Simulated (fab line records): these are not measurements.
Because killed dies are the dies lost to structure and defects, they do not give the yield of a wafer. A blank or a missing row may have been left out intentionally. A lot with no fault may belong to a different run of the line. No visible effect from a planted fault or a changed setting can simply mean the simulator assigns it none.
fab line records :: flow n5_finfet
record
  lots=5
  wafers=15
  last_day=17
route steps=1938 shown FIN_SAQP@135 BEOL_M4@1111
lots that met no fault: taken from a fault-free run of the same line
start_h: hours from the record's first day to the start of the lot's first wafer shown :: wait_h: hours from the lot's prior step to this one :: " unchanged from the row above :: L1.1+2: one row covering several wafers at once :: - either no value or no given start :: * or withheld: withheld :: < > ~ a bound
route shown NAME@n: names a module that has steps shown in the file, with the first one's number in the route :: usual: mean and standard deviation over wafers with no fault :: same: alike in all rows :: chamber/n: place in a boat :: sites: readings site by site :: _std_site: standard deviation of those values :: _edge_site: mean of outer sites minus mean of inner sites :: radius_mm: for every site, how far away it sits from the centre of the wafer :: mask NAME#n: copy n :: behind: tool/chamber where the wafer was last shaped :: hold: what put the lot on hold/how long, in hours/how the hold closed :: device: transistor that didn't switch, given as n, p or np :: end of line: the tests these same wafers got at the end of their route :: a step with no rows: only its recipe :: killed: dies that structure and defects cost at the first sort, which is not the same as the wafer's yield :: map: shows each die of a wafer: x if killed, . if not, _ if none is there
set.NAME: the setting that was run; set.NAME@STEP: the one run at that earlier step :: model.NAME: the simulator's own value behind a step, which no gauge read
a table for each step, a row for each wafer; lots at some steps of the route
services: the hour from which a tool's chamber was out of use, counted from the record's first day as start_h (under 0 if before that day), plus the number of hours and why
## steps
# step N5_FIN_SAQP_ETCH_67
# recipe
  chemistry=CH3F/O2
  target=SiNx
  target_depth_a=300
  mask_material=SOC
  pressure_mtorr=30
  source_w=395
  bias_w=73
  Ar_flow_sccm=150
  CH3F_flow_sccm=30
  O2_flow_sccm=20
  ion_energy_ev=120
# step N5_FIN_SAQP_STRIP_70
# recipe
  chemistry=N2/H2
  power_w=500
  temp_c=40
  pressure_mtorr=50
  rf_frequency_hz=6e+07
  overash_fraction=0.3
  bias_power_w=28
  h2_frac=0.5
  n2_flow_sccm=300
  h2_flow_sccm=300
# step N5_FIN_SAQP_RECESS_71
# recipe
  chemistry=HF/NH3
  target=SiO2
  target_depth_a=30
  afs_cycles=1
  temp_c=30
  sublimation_temp_c=180
  sublimation_time_s=60
# step N5_FIN_SAQP_SPACER2_ALD_28
# recipe
  material=SiO2
  target_thk_a=81
  temp_c=300
  ald_precursor_family=BDEAS
  ald_co_reactant=O2-plasma
  pulse_time_s=1
  purge_time_s=2
  co_reactant_purge_time_s=2
  pressure_torr=2
# step N5_FIN_SAQP_SPACER2_ETCHBACK_29
# recipe
  chemistry=CHF3/O2
  mode=anisotropic_etchback
  target=SiO2
  target_depth_a=122
  time_s=6.1
  pressure_mtorr=30
  source_w=650
  bias_w=170
  Ar_flow_sccm=200
  CHF3_flow_sccm=50
  O2_flow_sccm=5
  ion_energy_ev=200
# step N5_FIN_SAQP_MANDREL2_REMOVE_60
# recipe
  chemistry=HBr/Cl2/O2
  bt_time_s=10
  target=a-Si
  stop_on=SiNx
  endpoint=OES-SiCl
  over_etch_frac=1
  icp_w=600
  bias_w=22
  HBr_flow_sccm=150
  Cl2_flow_sccm=80
  O2_flow_sccm=5
  pressure_mtorr=10
# step N5_FIN_SAQP_HM_OPEN_33
# recipe
  chemistry=CH3F/O2
  target=SiNx
  mask_material=SiO2
  target_depth_a=494
  time_s=70.6
  pressure_mtorr=30
  source_w=395
  bias_w=73
  Ar_flow_sccm=150
  CH3F_flow_sccm=30
  O2_flow_sccm=20
  ion_energy_ev=120
  ends=cleared
# step N5_FIN_SAQP_ETCH_34
# recipe
  chemistry=C4F6/O2
  target=SiO2
  target_depth_a=450
  time_s=15
  ion_energy_ev=250
  pressure_mtorr=30
  source_w=345
  bias_w=185
  Ar_flow_sccm=300
  C4F6_flow_sccm=10
  O2_flow_sccm=10
  ends=cleared
# step N5_FIN_SAQP_STRIP_77
# recipe
  chemistry=N2/H2
  time_s=90
  power_w=100
  temp_c=40
  pressure_mtorr=100
  rf_frequency_hz=6e+07
  bias_power_w=3
  n2_flow_sccm=300
  h2_flow_sccm=300
# step N5_FIN_SAQP_ETCH_64
# recipe
  chemistry=CF4
  target=SiO2
  target_depth_a=15
  ion_energy_ev=350
  pressure_mtorr=10
  icp_w=800
  bias_w=400
  cf4_flow_sccm=80
# step N5_FIN_SAQP_FIN_ETCH_36
# recipe
  chemistry=HBr/Cl2/O2
  target_depth_a=1200
  mask_material=SiNx
  time_s=50.4
  bias_w=102
  pressure_mtorr=10
  icp_w=800
  HBr_flow_sccm=150
  Cl2_flow_sccm=80
  O2_flow_sccm=12
# usual
  drypump_motor_current_A=5.82/0.29
  mfc_cl2_sccm=80.03/0.22
  oes_o_777_au=1.01/0.079
  oes_product_au=1.003/0.027
  rf_fwd_power_W=796.3/2.5
  throttle_valve_pct=36.0/0.46
lot.wafer: L290.2
tool: rie_si-04
chamber: 3
start_h: 31.86
wait_h: 0.0
drypump_motor_current_A: 5.98
mfc_cl2_sccm: 79.85
oes_o_777_au: 1.01
oes_product_au: 1.011
rf_fwd_power_W: 798.7
rf_hours_counter_h: 49
throttle_valve_pct: 36.0
model.etch.depth_nm: 121.2
model.FIN_SAQP.feature_depth_nm: 121.2

lot.wafer: L290.4
tool: rie_si-04
chamber: 2
start_h: 31.86
wait_h: 0.0
drypump_motor_current_A: 5.94
mfc_cl2_sccm: 79.64
oes_o_777_au: 0.98
oes_product_au: 0.996
rf_fwd_power_W: 798.0
rf_hours_counter_h: 24
throttle_valve_pct: 36.5
model.etch.depth_nm: 119
model.FIN_SAQP.feature_depth_nm: 119

lot.wafer: L290.6
tool: rie_si-04
chamber: 1
start_h: 31.86
wait_h: 0.0
drypump_motor_current_A: 5.94
mfc_cl2_sccm: 80.10
oes_o_777_au: 0.87
oes_product_au: 0.954
rf_fwd_power_W: 799.7
rf_hours_counter_h: -
throttle_valve_pct: 36.1
model.etch.depth_nm: 117.8
model.FIN_SAQP.feature_depth_nm: 117.8

lot.wafer: L299.1
tool: rie_si-04
chamber: 0
start_h: 88.52
wait_h: 0.0
drypump_motor_current_A: 6.54
mfc_cl2_sccm: 80.25
oes_o_777_au: 1.48
oes_product_au: 1.069
rf_fwd_power_W: 938.3
rf_hours_counter_h: 1
throttle_valve_pct: 36.2
model.etch.depth_nm: 130.8
model.FIN_SAQP.feature_depth_nm: 130.8

lot.wafer: L299.2
tool: rie_si-04
chamber: 2
start_h: 88.52
wait_h: 0.0
drypump_motor_current_A: 5.94
mfc_cl2_sccm: 79.95
oes_o_777_au: 1.43
oes_product_au: 1.042
rf_fwd_power_W: 940.3
rf_hours_counter_h: 25
throttle_valve_pct: 36.4
model.etch.depth_nm: 127.4
model.FIN_SAQP.feature_depth_nm: 127.4

lot.wafer: L299.4
tool: rie_si-04
chamber: 1
start_h: 88.52
wait_h: 0.0
drypump_motor_current_A: 5.90
mfc_cl2_sccm: 80.07
oes_o_777_au: 1.29
oes_product_au: 0.999
rf_fwd_power_W: 939.7
rf_hours_counter_h: 65
throttle_valve_pct: 36.0
model.etch.depth_nm: 126.5
model.FIN_SAQP.feature_depth_nm: 126.4

lot.wafer: L300.3
tool: rie_si-04
chamber: 2
start_h: 92.70
wait_h: 0.0
drypump_motor_current_A: 6.01
mfc_cl2_sccm: 80.07
oes_o_777_au: 1.42
oes_product_au: 1.041
rf_fwd_power_W: 943.8
rf_hours_counter_h: 25
throttle_valve_pct: 36.4
model.etch.depth_nm: 126.3
model.FIN_SAQP.feature_depth_nm: 126.4

lot.wafer: L300.4
tool: rie_si-04
chamber: 1
start_h: 92.70
wait_h: 0.0
drypump_motor_current_A: 5.92
mfc_cl2_sccm: 79.86
oes_o_777_au: 1.29
oes_product_au: 1.006
rf_fwd_power_W: 938.8
rf_hours_counter_h: 65
throttle_valve_pct: 36.0
model.etch.depth_nm: 126.8
model.FIN_SAQP.feature_depth_nm: 126.8

lot.wafer: L300.6
tool: rie_si-04
chamber: 0
start_h: 92.70
wait_h: 0.0
drypump_motor_current_A: 6.54
mfc_cl2_sccm: 80.25
oes_o_777_au: 1.48
oes_product_au: 1.084
rf_fwd_power_W: 944.1
rf_hours_counter_h: -
throttle_valve_pct: 36.2
model.etch.depth_nm: 131.6
model.FIN_SAQP.feature_depth_nm: 131.6

lot.wafer: L301.2
tool: rie_si-04
chamber: 0
start_h: 101.77
wait_h: 0.0
drypump_motor_current_A: 6.53
mfc_cl2_sccm: 79.61
oes_o_777_au: 1.48
oes_product_au: 1.063
rf_fwd_power_W: 941.2
rf_hours_counter_h: 2
throttle_valve_pct: 36.2
model.etch.depth_nm: 129.3
model.FIN_SAQP.feature_depth_nm: 129.2

lot.wafer: L301.5
tool: rie_si-04
chamber: 2
start_h: 101.77
wait_h: 0.0
drypump_motor_current_A: 5.95
mfc_cl2_sccm: 80.14
oes_o_777_au: 1.43
oes_product_au: 1.043
rf_fwd_power_W: 940.8
rf_hours_counter_h: -
throttle_valve_pct: 36.4
model.etch.depth_nm: 126
model.FIN_SAQP.feature_depth_nm: 126

lot.wafer: L301.6
tool: rie_si-04
chamber: 1
start_h: 101.77
wait_h: 0.0
drypump_motor_current_A: 5.91
mfc_cl2_sccm: 79.99
oes_o_777_au: 1.29
oes_product_au: 0.997
rf_fwd_power_W: 941.5
rf_hours_counter_h: -
throttle_valve_pct: 36.0
model.etch.depth_nm: 125.1
model.FIN_SAQP.feature_depth_nm: 125.2

lot.wafer: L308.2
tool: rie_si-03
chamber: 1
start_h: 141.47
wait_h: 0.0
drypump_motor_current_A: 5.66
mfc_cl2_sccm: 80.28
oes_o_777_au: 1.09
oes_product_au: 1.007
rf_fwd_power_W: 794.7
rf_hours_counter_h: 7
throttle_valve_pct: 36.3
model.etch.depth_nm: 120.7
model.FIN_SAQP.feature_depth_nm: 120.6

lot.wafer: L308.4
tool: rie_si-03
chamber: 2
start_h: 141.47
wait_h: 0.0
drypump_motor_current_A: 5.56
mfc_cl2_sccm: 80.07
oes_o_777_au: 1.03
oes_product_au: 1.000
rf_fwd_power_W: 794.7
rf_hours_counter_h: 59
throttle_valve_pct: 35.1
model.etch.depth_nm: 118.5
model.FIN_SAQP.feature_depth_nm: 118.4

lot.wafer: L308.6
tool: rie_si-03
chamber: 1
start_h: 141.47
wait_h: 0.0
drypump_motor_current_A: 5.66
mfc_cl2_sccm: 80.11
oes_o_777_au: 1.08
oes_product_au: 1.009
rf_fwd_power_W: 797.3
rf_hours_counter_h: -
throttle_valve_pct: 36.3
model.etch.depth_nm: 120.9
model.FIN_SAQP.feature_depth_nm: 121
# step N5_FIN_SAQP_PRECLEAN_38
# recipe
  chemistry=O3/DIW
  time_s=45
  temp_c=22
  o3_ppm=10
# step N5_FIN_SAQP_PRECLEAN_45
# recipe
  chemistry=dHF
  time_s=10
  dilution=500:1
  temp_c=25
# step N5_FIN_SAQP_SRD_39
# recipe
  dry=ipa_marangoni
  time_s=30
  temp_c=23
  rinse_liquid=diw
# step N5_FIN_SAQP_OCD_MEAS_76
# usual
  trench_depth_nm=120.2/2.1
lot.wafer: L290.2
tool: ocd-01
chamber: -
start_h: 32.09
wait_h: 0.0
trench_depth_nm: 121.9

lot.wafer: L290.4
tool: ocd-01
chamber: -
start_h: 32.09
wait_h: 0.0
trench_depth_nm: 118.9

lot.wafer: L290.6
tool: ocd-01
chamber: -
start_h: 32.09
wait_h: 0.0
trench_depth_nm: 117.6

lot.wafer: L299.1
tool: ocd-01
chamber: -
start_h: 88.74
wait_h: 0.0
trench_depth_nm: 130.6

lot.wafer: L299.2
tool: ocd-01
chamber: -
start_h: 88.74
wait_h: 0.0
trench_depth_nm: 127.2

lot.wafer: L299.4
tool: ocd-01
chamber: -
start_h: 88.74
wait_h: 0.0
trench_depth_nm: 126.7

lot.wafer: L300.3
tool: ocd-01
chamber: -
start_h: 92.92
wait_h: 0.0
trench_depth_nm: 126.6

lot.wafer: L300.4
tool: ocd-01
chamber: -
start_h: 92.92
wait_h: 0.0
trench_depth_nm: 126.3

lot.wafer: L300.6
tool: ocd-01
chamber: -
start_h: 92.92
wait_h: 0.0
trench_depth_nm: 131.8

lot.wafer: L301.2
tool: ocd-02
chamber: -
start_h: 101.99
wait_h: 0.0
trench_depth_nm: 129.0

lot.wafer: L301.5
tool: ocd-02
chamber: -
start_h: 101.99
wait_h: 0.0
trench_depth_nm: 126.8

lot.wafer: L301.6
tool: ocd-02
chamber: -
start_h: 101.99
wait_h: 0.0
trench_depth_nm: 124.6

lot.wafer: L308.2
tool: ocd-02
chamber: -
start_h: 141.69
wait_h: 0.0
trench_depth_nm: 121.0

lot.wafer: L308.4
tool: ocd-02
chamber: -
start_h: 141.69
wait_h: 0.0
trench_depth_nm: 117.9

lot.wafer: L308.6
tool: ocd-02
chamber: -
start_h: 141.69
wait_h: 0.0
trench_depth_nm: 120.6
# step N5_BEOL_M4_RC_MEAS_101
# usual
  DIBL_N=36.0/1.6
  DIBL_P=36.1/2
  IOFF_N=0.160/0.029
  IOFF_P=0.21/0.039
  ION_N=675/13
  ION_P=464/8.8
  SS_N=71.5/0.58
  SS_P=73.3/0.65
  VT_N=250/3.3
  VT_P=-249/3.6
lot.wafer: L290.2
tool: prober-01
chamber: 0
start_h: 169.45
wait_h: 0.2
DIBL_N[mV/V]: 35.3
DIBL_P[mV/V]: 33.5
IOFF_N[nA/um]: 0.136
IOFF_P[nA/um]: 0.19
ION_N[uA/um]: 666
ION_P[uA/um]: 457
SS_N[mV/dec]: 71.1
SS_P[mV/dec]: 72.9
VT_N[mV]: 254
VT_P[mV]: -250

lot.wafer: L290.4
tool: prober-01
chamber: 0
start_h: 169.45
wait_h: 0.2
DIBL_N[mV/V]: 35.9
DIBL_P[mV/V]: 33.5
IOFF_N[nA/um]: 0.140
IOFF_P[nA/um]: 0.19
ION_N[uA/um]: 665
ION_P[uA/um]: 456
SS_N[mV/dec]: 72.1
SS_P[mV/dec]: 73.3
VT_N[mV]: 254
VT_P[mV]: -250

lot.wafer: L290.6
tool: prober-01
chamber: 0
start_h: 169.45
wait_h: 0.2
DIBL_N[mV/V]: 35.9
DIBL_P[mV/V]: 34.1
IOFF_N[nA/um]: 0.144
IOFF_P[nA/um]: 0.20
ION_N[uA/um]: 656
ION_P[uA/um]: 456
SS_N[mV/dec]: 71.2
SS_P[mV/dec]: 73.1
VT_N[mV]: 250
VT_P[mV]: -250

lot.wafer: L299.1
tool: prober-02
chamber: 0
start_h: 234.40
wait_h: 0.0
DIBL_N[mV/V]: 36.3
DIBL_P[mV/V]: 37.3
IOFF_N[nA/um]: 0.161
IOFF_P[nA/um]: 0.26
ION_N[uA/um]: 671
ION_P[uA/um]: 469
SS_N[mV/dec]: 71.7
SS_P[mV/dec]: 73.5
VT_N[mV]: 247
VT_P[mV]: -244

lot.wafer: L299.2
tool: prober-02
chamber: 0
start_h: 234.40
wait_h: 0.0
DIBL_N[mV/V]: 38.8
DIBL_P[mV/V]: 39.0
IOFF_N[nA/um]: 0.218
IOFF_P[nA/um]: 0.28
ION_N[uA/um]: 679
ION_P[uA/um]: 465
SS_N[mV/dec]: 73.3
SS_P[mV/dec]: 73.4
VT_N[mV]: 245
VT_P[mV]: -244

lot.wafer: L299.4
tool: prober-02
chamber: 0
start_h: 234.40
wait_h: 0.0
DIBL_N[mV/V]: 36.9
DIBL_P[mV/V]: 38.7
IOFF_N[nA/um]: 0.178
IOFF_P[nA/um]: 0.29
ION_N[uA/um]: 687
ION_P[uA/um]: 478
SS_N[mV/dec]: 71.8
SS_P[mV/dec]: 73.7
VT_N[mV]: 244
VT_P[mV]: -244

lot.wafer: L300.3
tool: prober-01
chamber: 0
start_h: 236.55
wait_h: 0.3
DIBL_N[mV/V]: 37.3
DIBL_P[mV/V]: 38.5
IOFF_N[nA/um]: 0.191
IOFF_P[nA/um]: 0.27
ION_N[uA/um]: 695
ION_P[uA/um]: 486
SS_N[mV/dec]: 71.8
SS_P[mV/dec]: 73.7
VT_N[mV]: 248
VT_P[mV]: -244

lot.wafer: L300.4
tool: prober-01
chamber: 0
start_h: 236.55
wait_h: 0.3
DIBL_N[mV/V]: 35.2
DIBL_P[mV/V]: 35.4
IOFF_N[nA/um]: 0.144
IOFF_P[nA/um]: 0.21
ION_N[uA/um]: 669
ION_P[uA/um]: 463
SS_N[mV/dec]: 71.2
SS_P[mV/dec]: 73.5
VT_N[mV]: 252
VT_P[mV]: -247

lot.wafer: L300.6
tool: prober-01
chamber: 0
start_h: 236.55
wait_h: 0.3
DIBL_N[mV/V]: 35.9
DIBL_P[mV/V]: 36.7
IOFF_N[nA/um]: 0.161
IOFF_P[nA/um]: 0.24
ION_N[uA/um]: 681
ION_P[uA/um]: 472
SS_N[mV/dec]: 71.8
SS_P[mV/dec]: 73.0
VT_N[mV]: 248
VT_P[mV]: -246

lot.wafer: L301.2
tool: prober-02
chamber: 0
start_h: 238.21
wait_h: 0.2
DIBL_N[mV/V]: 36.0
DIBL_P[mV/V]: 34.3
IOFF_N[nA/um]: 0.154
IOFF_P[nA/um]: 0.18
ION_N[uA/um]: 674
ION_P[uA/um]: 457
SS_N[mV/dec]: 70.9
SS_P[mV/dec]: 73.0
VT_N[mV]: 250
VT_P[mV]: -252

lot.wafer: L301.5
tool: prober-02
chamber: 0
start_h: 238.21
wait_h: 0.2
DIBL_N[mV/V]: 37.6
DIBL_P[mV/V]: 36.5
IOFF_N[nA/um]: 0.183
IOFF_P[nA/um]: 0.22
ION_N[uA/um]: 682
ION_P[uA/um]: 466
SS_N[mV/dec]: 71.4
SS_P[mV/dec]: 73.4
VT_N[mV]: 247
VT_P[mV]: -251

lot.wafer: L301.6
tool: prober-02
chamber: 0
start_h: 238.21
wait_h: 0.2
DIBL_N[mV/V]: 34.7
DIBL_P[mV/V]: 32.9
IOFF_N[nA/um]: 0.131
IOFF_P[nA/um]: 0.17
ION_N[uA/um]: 679
ION_P[uA/um]: 464
SS_N[mV/dec]: 70.9
SS_P[mV/dec]: 72.6
VT_N[mV]: 254
VT_P[mV]: -253

lot.wafer: L308.2
tool: prober-01
chamber: 0
start_h: 298.10
wait_h: 0.2
DIBL_N[mV/V]: 34.5
DIBL_P[mV/V]: 32.2
IOFF_N[nA/um]: 0.118
IOFF_P[nA/um]: 0.15
ION_N[uA/um]: 661
ION_P[uA/um]: 451
SS_N[mV/dec]: 71.3
SS_P[mV/dec]: 71.8
VT_N[mV]: 253
VT_P[mV]: -256

lot.wafer: L308.4
tool: prober-01
chamber: 0
start_h: 298.10
wait_h: 0.2
DIBL_N[mV/V]: 36.1
DIBL_P[mV/V]: 35.1
IOFF_N[nA/um]: 0.159
IOFF_P[nA/um]: 0.19
ION_N[uA/um]: 672
ION_P[uA/um]: 458
SS_N[mV/dec]: 72.0
SS_P[mV/dec]: 72.5
VT_N[mV]: 247
VT_P[mV]: -253

lot.wafer: L308.6
tool: prober-01
chamber: 0
start_h: 298.10
wait_h: 0.2
DIBL_N[mV/V]: 33.9
DIBL_P[mV/V]: 32.0
IOFF_N[nA/um]: 0.126
IOFF_P[nA/um]: 0.15
ION_N[uA/um]: 681
ION_P[uA/um]: 461
SS_N[mV/dec]: 70.8
SS_P[mV/dec]: 71.9
VT_N[mV]: 250
VT_P[mV]: -253
## services
tool: rie_si-03
chamber: -
start_h: 81.65
hours: 0.4
kind: repair
## key
first_sign
  step=N5_FIN_SAQP_FIN_ETCH_36
  reading=rf_fwd_power_W
  direction=up
  sigmas=58
  usual=*
  struck=*
effect
  step=N5_FIN_SAQP_FIN_ETCH_36
  reading=oes_o_777_au
  direction=up
  sigmas=4.9
  usual=1.01
  struck=1.40
effect
  step=N5_FIN_SAQP_OCD_MEAS_76
  reading=trench_depth_nm
  direction=up
  sigmas=3.6
  usual=120.2
  struck=127.7
model_effect
  step=N5_FIN_SAQP_FIN_ETCH_36
  value=etch.depth_nm
  without=118.2
  struck=127.8
met_at N5_FIN_SAQP_FIN_ETCH_36
struck_wafers L299.1,L299.2,L299.4,L300.3,L300.4,L300.6,L301.2,L301.5,L301.6
baseline_loss
  step=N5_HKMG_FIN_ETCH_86
  wafers=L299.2
onset_between 31.86 88.52
fault
  kind=process_parameter_drift
  tool=rie_si-04
  chamber=-
  onset_h=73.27
  steps=N5_FIN_SAQP_FIN_ETCH_36
  channel=icp_w
  offset=144
  shape=step
  end_h=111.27
  acts_in=these_recipes_only
  stated=800
# baseline_loss: these wafers lose ten dies or more at that step, a loss of the line's own and not of a fault; the sort's usual values leave them out
